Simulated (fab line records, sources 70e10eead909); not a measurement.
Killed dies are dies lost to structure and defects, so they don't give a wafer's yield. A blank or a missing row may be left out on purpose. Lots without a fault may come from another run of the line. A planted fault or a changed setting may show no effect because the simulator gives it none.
fab line records | flow nand_harc
record lots=6 wafers=18 last_day=23
route steps=1159 shown A_M1@1038
lots that met no fault: from a run of the same line without faults
start_h: hours from the record's first day to the start of the lot's first wafer shown | wait_h: hours since the lot's step before | " the same as in the row above | L1.1+2: a row that stands for several wafers | - no value, or no start given | * or withheld: withheld | < > ~ a bound
route shown NAME@n: a module of which the file shows steps, and the number in the route of the first | usual: mean/standard deviation of fault-free wafers | same: alike in all rows | chamber/n: place in a boat | sites: the reading at each site | _std_site: their standard deviation | _edge_site: outer sites' mean less inner sites' | radius_mm: how far each site lies from the wafer's centre | mask NAME#n: copy n | behind: the tool/chamber that last shaped the wafer | hold: why the lot was held/for how many hours/how that ended | device: the transistor (n, p or np) that didn't switch | end of line: the same wafers' tests at the end of the route | a step without rows: its recipe alone | killed: dies lost to structure and defects at the first sort, not the wafer's yield | map: a wafer's dies, x killed, . not, _ none there
set.NAME: the setting as run; set.NAME@STEP: as run at that earlier step | model.NAME: the simulator's own value behind a step, which no gauge read
lots at some steps of the route; a table a step, a row a wafer
services: from which hour (start_h, from the record's first day; less than 0 if before it) a tool's chamber was out of use, for how many hours, and why
## steps
# step NHARC_A_M1_INSPECT_11
# usual raw_defect_count=31/11
# columns lot.wafer tool chamber start_h wait_h raw_defect_count
L612.4 defect_inspect-01 - 397.06 0.0 28
L612.5 " - " " 25
L612.6 " - " " 12
L617.1 defect_inspect-02 - 432.95 0.0 25
L617.3 " - " " 21
L617.5 " - " " 26
L616.1 defect_inspect-02 - 436.37 0.0 25
L616.4 " - " " 22
L616.5 " - " " 31
L627.1 defect_inspect-01 - 483.57 0.0 12
L627.4 " - " " 18
L627.5 " - " " 20
L631.1 defect_inspect-01 - 506.93 0.0 45
L631.3 " - " " 40
L631.4 " - " " 39
L632.1 defect_inspect-02 - 507.66 0.0 40
L632.2 " - " " 33
L632.3 " - " " 41
# step NHARC_A_M1_DESCUM_14
# recipe time_s=3 o2_flow_sccm=200 ar_flow_sccm=0 bias_power_w=0 chemistry=O2
# step NHARC_A_M1_ETCH_35
# recipe target_depth_a=400 overetch_a=120 time_s=43.94 ion_energy_ev=200 n2_flow_sccm=150 h2_flow_sccm=150 ar_flow_sccm=0 rf_w=400 bias_w=150 chemistry=N2/H2
# step NHARC_A_M1_ETCH_15
# recipe target_depth_a=1825 time_s=91.2 c4f8_flow_sccm=withheld ar_flow_sccm=400 rf_w=600 bias_w=300 chemistry=C4F8/Ar
# usual bias_w=299.8/0.88 oes_product_au=0.957/0.022 rf_vpp_V=441.6/2.3
# columns lot.wafer tool chamber start_h wait_h bias_w oes_product_au rf_hours_counter_h rf_vpp_V
L612.4 rie_diel-13 1 - - 300.3 0.903 9 441.0
L612.5 " 1 " " 300.3 0.918 - 441.8
L612.6 " 2 " " 300.8 0.909 - 442.9
L617.3 rie_diel-04 0 - - 298.9 0.910 3 443.0
L617.1 " 1 " " 301.1 0.920 3 439.5
L617.5 " 1 " " 301.2 0.924 - 437.9
L616.4 rie_diel-13 1 - - 299.4 0.950 12 440.1
L616.1 " 2 " " 299.7 0.954 13 443.0
L616.5 " 0 " " 299.1 0.966 - 442.8
L627.4 rie_diel-13 1 - - 299.7 0.971 2 441.5
L627.1 " 2 " " 300.5 0.939 2 442.5
L627.5 " 1 " " 299.3 0.975 - 440.3
L631.1 rie_diel-08 1 - - 299.6 0.974 2 442.1
L631.4 " 2 " " 300.0 0.968 1 440.9
L631.3 " 3 " " 299.8 0.984 2 440.8
L632.1 rie_diel-08 0 - - 300.2 0.962 2 444.6
L632.3 " 2 " " 300.1 0.961 1 442.3
L632.2 " 3 " " 299.2 0.968 2 441.7
# step NHARC_A_M1_CD_MEAS_16
# usual cd_nm=120.0/1.3
# columns lot.wafer tool chamber start_h wait_h cd_nm
L612.4 cd_sem-02 - 397.43 - 119.8
L612.5 " - " " 119.3
L612.6 " - " " 119.9
L617.1 cd_sem-03 - 433.31 - 119.4
L617.3 " - " " 120.0
L617.5 " - " " 118.9
L616.1 cd_sem-03 - 436.73 - 121.1
L616.4 " - " " 121.8
L616.5 " - " " 120.5
L627.1 cd_sem-01 - 484.24 - 120.7
L627.4 " - " " 117.4
L627.5 " - " " 119.1
L631.1 cd_sem-01 - 507.30 - 119.8
L631.3 " - " " 118.0
L631.4 " - " " 120.0
L632.1 cd_sem-02 - 508.03 - 118.1
L632.2 " - " " 117.8
L632.3 " - " " 117.6
# step NHARC_A_M1_STRIP_18
# recipe power_w=1000 n2_flow_sccm=150 h2_flow_sccm=150 ar_flow_sccm=0 bias_w=0 chemistry=N2/H2
# usual drypump_motor_current_A=5.6/0.44 oes_product_au=1.002/0.014 rf_vpp_V=91.0/0.95 showerhead_plenum_p_Torr=2.07/0.077 throttle_valve_pct=14.172/0.0088
# same bias_w=0
# columns lot.wafer tool chamber start_h wait_h drypump_motor_current_A oes_product_au rf_hours_counter_h rf_vpp_V showerhead_plenum_p_Torr throttle_valve_pct
L612.4 rie_diel-04 3 397.52 0.1 5.3 0.993 2 91.6 2.09 14.166
L612.6 " 2 " " 5.2 1.004 - 91.5 2.20 14.177
L612.5 " 3 " " 5.3 0.989 - 90.3 2.09 14.192
L617.1 rie_diel-04 0 433.41 0.1 5.8 0.983 3 91.4 2.10 14.167
L617.3 " 1 " " 6.0 1.006 3 92.0 1.97 14.165
L617.5 " 3 " " 5.3 0.987 - 92.3 2.09 14.177
L616.1 rie_diel-08 0 436.81 0.1 6.4 0.969 7 92.1 2.15 14.175
L616.4 " 2 " " 5.8 1.017 7 91.1 2.01 14.167
L616.5 " 0 " " 6.4 0.967 - 92.5 2.15 14.182
L627.4 rie_diel-13 3 484.36 0.1 5.9 1.006 1 90.0 1.92 14.163
L627.1 " 0 " " 5.3 0.987 2 90.7 2.09 14.177
L627.5 " 2 " " 5.4 0.994 - 92.0 2.10 14.168
L631.1 rie_diel-13 1 507.37 0.1 4.8 1.010 4 90.9 2.05 14.168
L631.3 " 3 " " 5.9 0.999 3 89.8 1.92 14.175
L631.4 " 2 " " 5.4 0.995 - 93.5 2.10 14.164
L632.1 rie_diel-13 2 508.10 0.1 5.4 1.007 4 92.7 2.10 14.162
L632.3 " 3 " " 5.9 1.003 3 90.3 1.92 14.175
L632.2 " 1 " " 4.8 1.016 4 91.6 2.05 14.164
# step NHARC_A_M1_ETCH_28
# recipe target_depth_a=300 over_etch_frac=0.3 time_s=72.99 ion_energy_ev=150 cf4_flow_sccm=50 n2_flow_sccm=100 ar_flow_sccm=150 rf_w=300 bias_w=100 chemistry=CF4/N2
# usual bias_w=100.02/0.28 drypump_motor_current_A=5.6/0.44 oes_product_au=1.000/0.011 rf_vpp_V=314.8/1.7 showerhead_plenum_p_Torr=2.66/0.09 throttle_valve_pct=19.795/0.009
# same over_etch_frac=0.3
# columns lot.wafer tool chamber start_h wait_h bias_w drypump_motor_current_A oes_product_au rf_hours_counter_h rf_vpp_V showerhead_plenum_p_Torr throttle_valve_pct
L612.4 rie_diel-04 3 - - 99.97 5.3 0.991 2 314.8 2.69 19.789
L612.5 " 1 " " 99.98 6.1 1.000 - 312.0 2.54 19.800
L612.6 " 2 " " 99.88 5.2 1.012 - 318.7 2.82 19.782
L617.3 rie_diel-04 0 - - 100.26 5.8 0.985 3 316.6 2.69 19.802
L617.1 " 1 " " 99.68 6.0 1.006 3 314.3 2.54 19.789
L617.5 " 0 " " 100.04 5.8 0.977 - 315.1 2.69 19.789
L616.4 rie_diel-08 2 - - 99.80 5.8 1.009 7 315.0 2.60 19.792
L616.1 " 0 " " 100.17 6.4 0.967 7 315.6 2.76 19.792
L616.5 " 3 " " 99.83 6.3 0.991 - 315.3 2.66 19.804
L627.4 rie_diel-13 0 - - 100.34 5.3 0.990 2 316.5 2.69 19.791
L627.1 " 2 " " 99.90 5.4 0.993 2 315.4 2.70 19.807
L627.5 " 0 " " 99.97 5.3 0.988 - 314.0 2.69 19.788
L631.1 rie_diel-13 1 - - 100.17 4.8 1.010 4 315.0 2.64 19.807
L631.3 " 3 " " 100.60 5.9 0.997 3 312.2 2.49 19.795
L631.4 " 2 " " 100.65 5.4 0.995 - 315.1 2.70 19.803
L632.1 rie_diel-13 2 - - 99.63 5.4 0.995 4 316.1 2.70 19.779
L632.2 " 3 " " 99.92 5.9 1.011 3 310.9 2.49 19.783
L632.3 " 1 " " 100.71 4.8 1.016 4 315.7 2.64 19.806
# step NHARC_A_M1_STRIP_19
# recipe time_s=600 temp_c=30 chemistry=post_etch_residue_remover
# step NHARC_A_M1_DEGAS_29
# recipe temp_c=250 time_s=60
# step NHARC_A_M1_PRE_CLEAN_30
# recipe time_s=30 temp_c=280 gas=H2/He
# usual heater_power_w=406/44
# columns lot.wafer tool chamber start_h wait_h heater_power_w
L612.4 pvd_sputter-03 - - - 442
L612.5 " - " " 356
L612.6 " - " " 440
L617.3 pvd_sputter-02 - - - 423
L617.1 " - " " 426
L617.5 " - " " 470
L616.1 pvd_sputter-03 - - - 366
L616.4 " - " " 404
L616.5 " - " " 363
L627.1 pvd_sputter-01 - - - 422
L627.4 " - " " 419
L627.5 " - " " 305
L631.3 pvd_sputter-01 - - - 422
L631.1 " - " " 422
L631.4 " - " " 308
L632.1 pvd_sputter-03 - - - 429
L632.3 " - " " 404
L632.2 " - " " 368
# step NHARC_A_M1_PVD_20
# recipe target_thk_a=50 bias_v=168.6 power_w=15000 chamber_pressure_pa=0.12 time_s=8.06 substrate_temp_c=50 material=TaN
# step NHARC_A_M1_PVD_21
# recipe target_thk_a=300 chamber_pressure_pa=5 power_w=5000 substrate_temp_c=30 time_s=20.49 material=Cu
# usual throttle_valve_pct=30.0/0.92
# columns lot.wafer tool chamber start_h wait_h throttle_valve_pct
L612.4 pvd_sputter-03 - - - 29.5
L612.5 " - " " 30.3
L612.6 " - " " 30.0
L617.3 pvd_sputter-02 - - - 31.1
L617.1 " - " " 30.4
L617.5 " - " " 29.6
L616.1 pvd_sputter-03 - - - 30.6
L616.4 " - " " 30.3
L616.5 " - " " 29.5
L627.4 pvd_sputter-01 - - - 30.3
L627.1 " - " " 29.9
L627.5 " - " " 29.3
L631.4 pvd_sputter-01 - - - 29.5
L631.3 " - " " 29.9
L631.1 " - " " 27.9
L632.3 pvd_sputter-03 - - - 30.6
L632.1 " - " " 29.6
L632.2 " - " " 31.1
# step NHARC_A_M1_ECD_22
# recipe target_thk_a=4000 bath_temp_c=25 material=Cu
# usual bath_heat_duty_pct=6.6/0.57 bath_temp_c=25.00/0.11
# columns lot.wafer tool chamber start_h wait_h bath_heat_duty_pct bath_temp_c
L612.4 ecd_cu-01 0 398.60 - 5.9 24.92
L612.5 " 0 " " 5.9 25.10
L612.6 " 1 " " 4.6 25.00
L617.1 ecd_cu-01 0 434.51 - - -
L617.3 " 0 " " - -
L617.5 " 1 " " - -
L616.1 ecd_cu-02 1 437.80 - - -
L616.4 " 0 " " - -
L616.5 " 1 " " - -
L627.1 ecd_cu-02 0 485.36 - 6.2 24.93
L627.4 " 0 " " 6.5 25.03
L627.5 " 1 " " 7.2 25.01
L631.1 ecd_cu-01 0 508.56 - 7.0 25.00
L631.3 " 0 " " 6.7 24.98
L631.4 " 1 " " 6.2 25.07
L632.2 ecd_cu-01 1 509.17 - 6.2 24.99
L632.1 " 0 " " 6.0 24.94
L632.3 " 0 " " 6.4 24.88
# step NHARC_A_M1_ANNEAL_31
# recipe temp_c=225 time_s=90
# step NHARC_A_M1_CMP_23
# recipe t_overpolish_s=20 target_thk_nm=154.34
# usual edge_zone_pressure_frac=1.000/0.0049 motor_current_A=12.0/1.3 slurry_filter_dp_kPa=13.52/0.15 time_to_endpoint_s=30/3.1
# columns lot.wafer tool chamber start_h wait_h edge_zone_pressure_frac motor_current_A slurry_filter_dp_kPa time_to_endpoint_s
L612.4 cmp-04 1 399.33 - 0.998 10.5 13.32 31
L612.6 " 1 " " 0.998 9.9 13.46 30
L612.5 " 2 " " 1.001 12.3 13.68 32
L617.1 cmp-04 2 435.25 - 0.999 12.1 13.49 7
L617.3 " 0 " " 1.000 12.4 13.66 9
L617.5 " 2 " " 1.006 12.5 13.78 6
L616.4 cmp-04 1 438.56 - 0.997 10.2 13.58 2
L616.1 " 2 " " 0.995 12.9 13.64 8
L616.5 " 1 " " 0.999 10.0 13.35 5
L627.1 cmp-03 0 486.23 - 0.996 12.9 13.58 27
L627.4 " 1 " " 1.000 14.1 13.58 32
L627.5 " 2 " " 1.005 10.0 13.66 26
L631.1 cmp-02 0 509.29 - 0.996 12.0 13.58 27
L631.4 " 1 " " 1.004 13.7 13.32 32
L631.3 " 3 " " 0.999 9.7 13.34 31
L632.2 cmp-03 0 509.88 - 1.004 12.5 13.45 31
L632.1 " 2 " " 1.013 10.4 13.52 25
L632.3 " 3 " " 0.993 12.9 13.36 34
# step NHARC_A_M1_THK_MEAS_24
# recipe thk_meas_gauge=xrf
# usual thk_nm=154.9/1.5
# columns lot.wafer tool chamber start_h wait_h thk_nm
L612.4 film_metro-01 - 399.65 - 154.0
L612.5 " - " " 157.3
L612.6 " - " " 154.9
L617.1 film_metro-01 - 435.56 - 29.9
L617.3 " - " " 30.0
L617.5 " - " " 30.9
L616.1 film_metro-02 - 438.86 - 29.6
L616.4 " - " " 28.9
L616.5 " - " " 30.7
L627.1 film_metro-02 - 486.49 - 153.8
L627.4 " - " " 153.0
L627.5 " - " " 151.8
L631.1 film_metro-02 - 509.61 - 155.2
L631.3 " - " " 153.6
L631.4 " - " " 155.0
L632.1 film_metro-01 - 510.21 - 154.1
L632.2 " - " " 156.1
L632.3 " - " " 154.6
# step NHARC_A_M1_SRD_25
## services
# columns tool chamber start_h hours kind
cmp-03 - 375.40 1.6 repair
rie_diel-04 - 384.51 0.5 repair
cmp-03 - 386.95 2.1 repair
pvd_sputter-02 - 392.00 10.0 pm
rie_diel-08 - 394.38 0.9 repair
cmp-02 - 399.78 2.9 repair
rie_diel-04 2 401.38 1.3 repair
rie_diel-13 3 413.10 4.2 repair
cmp-02 - 423.28 4.0 pm
rie_diel-08 - 437.13 1.8 repair
cmp-03 - 439.62 4.1 repair
ecd_cu-01 - 448.00 8.0 pm
cmp-04 - 449.35 4.0 pm
cmp-03 - 450.09 4.0 pm
rie_diel-13 - 453.00 9.0 pm
pvd_sputter-03 - 458.00 10.0 pm
cmp-03 - 459.69 1.5 repair
rie_diel-04 - 465.90 9.0 pm
cmp-02 - 473.47 2.3 repair
rie_diel-08 - 478.84 9.0 pm
rie_diel-13 0 495.29 7.4 repair
rie_diel-08 0 498.37 4.0 repair
rie_diel-13 1 500.51 2.1 repair
rie_diel-13 0 503.56 5.7 repair
## key
first_sign step=NHARC_A_M1_ECD_22 reading=tool_record direction=missing
effect step=NHARC_A_M1_CMP_23 reading=time_to_endpoint_s direction=down sigmas=7.6 usual=* struck=*
effect step=NHARC_A_M1_THK_MEAS_24 reading=thk_nm direction=down sigmas=86 usual=154.9 struck=30.0
met_at NHARC_A_M1_ECD_22
struck_wafers L616.1,L616.4,L616.5,L617.1,L617.3,L617.5
later_rows_left_out L616.1,L616.4,L616.5,L617.1,L617.3,L617.5
sort_left_out L616.1,L616.4,L616.5,L617.1,L617.3,L617.5
onset_between 398.60 434.51
fault kind=skipped_step_whole tool=ecd_cu-01,ecd_cu-02 chamber=- onset_h=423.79 steps=NHARC_A_M1_ECD_22 scope=struck_lots_only
# sort_left_out: the simulated sort isn't trusted on such a fault, so these wafers' sort isn't shown, and their yield isn't known
# later_rows_left_out: the simulator's readings of these wafers behind a module that went badly wrong aren't trusted and aren't shown, but for the sort
